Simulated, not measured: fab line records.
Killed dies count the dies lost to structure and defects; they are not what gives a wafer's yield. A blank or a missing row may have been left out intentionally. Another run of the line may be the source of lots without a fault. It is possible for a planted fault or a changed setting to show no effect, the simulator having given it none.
Lot-split experiment	flow n5-finfet	route with 1938 steps; 7 lots, 21 wafers read

## THE SPLIT
At N5_BEOL_M12_ETCH_67 (etches SiARC in CF4, target depth 143 nm, time 238.3 s), the setting source-w was moved away from the recipe's 545 W on 8 of the 21 wafers read, by -9.2% to +9.5%. The other wafers ran this setting at the recipe's value.

The split's own step is where the reading is taken.

## THE READING
rf-vpp-V, in V, at N5_BEOL_M12_ETCH_67 (etches SiARC in CF4, target depth 143 nm, time 238.3 s). Fault-free wafers of this fab line usually give 184.0 V, standard deviation 1.2 V.

wafer	tool, chamber at the split	source-w as run, W	against the recipe	rf-vpp-V, V	against lot-mates on the recipe
L074.1	rie-diel-01, 0	494.7	-9.2%	191.2	+6.7
L074.3	rie-diel-01, 2	545	recipe	184.5	-
L074.4	rie-diel-01, 0	494.7	-9.2%	190.3	+5.8
L077.1	rie-diel-03, 0	545	recipe	184.3	-
L077.4	rie-diel-03, 3	545	recipe	182.6	-
L077.5	rie-diel-03, 2	545	recipe	183.0	-
L076.1	rie-diel-02, 3	545	recipe	182.6	-
L076.3	rie-diel-02, 2	545	recipe	183.2	-
L076.6	rie-diel-02, 1	589.1	+8.1%	177.5	-5.4
L086.1	rie-diel-03, 1	545	recipe	183.0	-
L086.5	rie-diel-03, 3	545	recipe	183.1	-
L086.6	rie-diel-03, 0	545	recipe	184.9	-
L088.1	rie-diel-02, 0	596.8	+9.5%	178.5	no lot-mate on the recipe
L088.3	rie-diel-02, 1	596.8	+9.5%	180.5	no lot-mate on the recipe
L088.6	rie-diel-02, 0	596.8	+9.5%	178.6	no lot-mate on the recipe
L094.1	rie-diel-01, 1	545	recipe	183.0	-
L094.4	rie-diel-01, 2	545	recipe	183.6	-
L094.5	rie-diel-01, 1	545	recipe	182.9	-
L096.1	rie-diel-02, 2	503	-7.7%	189.6	+3.7
L096.3	rie-diel-02, 1	545	recipe	185.9	-
L096.6	rie-diel-02, 1	503	-7.7%	190.2	+4.3

FIT RESULTS
A straight line over all 21 wafers: rf-vpp-V changes by -0.648 V for each +1% of source-w; r = -0.95; the points scatter about the line by 1.2 V.
The same after taking each lot's own level away (the mean of its wafers on the recipe; 18 wafers): -0.627 V for each +1%; r = -0.97; scatter 0.65 V.
On that fit, the largest move of source-w shifts the reading by 6 V.
Measured against the standard deviation above, the lots' own levels, which go from 182.90 to 185.90 V, span 2.5 times it.
Hence the lot-to-lot level has little effect on the slope; both slopes agree.
Check: +5.41 V against its lot-mates is what the line predicts for one of the wafers moved furthest among these (-9.2%) when that wafer is left out of the fit. Against them it came out at +6.7 V.
Tool readings at the split's step, against how far the setting was moved: etch-rf-on-time-s r = -0.96; rf-vpp-V r = -0.95.

## THESE WAFERS: OTHER SPLITS
Before the reading, these wafers also passed through other splits. Each is held against what the fit with the lots' levels taken away leaves over:
other split on the same wafers	wafers away from the commonest value	r with rf-vpp-V (lot level and that fit taken away)
N5_BEOL_M9_EXPOSE_08 dose-mj	3	+0.40
N5_BEOL_M9_ETCH_62 source-w	7	+0.06
N5_BEOL_M10_TRENCH_ETCH_37 time-s	8	+0.04
N5_BEOL_M10_CMP_52 platen-rpm	5	-0.01

## THE WHOLE CHAIN: every reading that the file lists as answering this split, in the file's order
step	what it does	reading	change (the file's fit)	r (the file's)
N5_BEOL_M12_ETCH_67	etches SiARC in CF4, target depth 143 nm, time 238.3 s	etch-rf-on-time-s	withheld for each +1% of the setting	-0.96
N5_BEOL_M12_ETCH_67	etches SiARC in CF4, target depth 143 nm, time 238.3 s	rf-vpp-V	-0.627 V for each +1% of the setting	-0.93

## FILE'S OWN FIT
rf-vpp-V changes by -0.627 V for each +1% of source-w, r = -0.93.
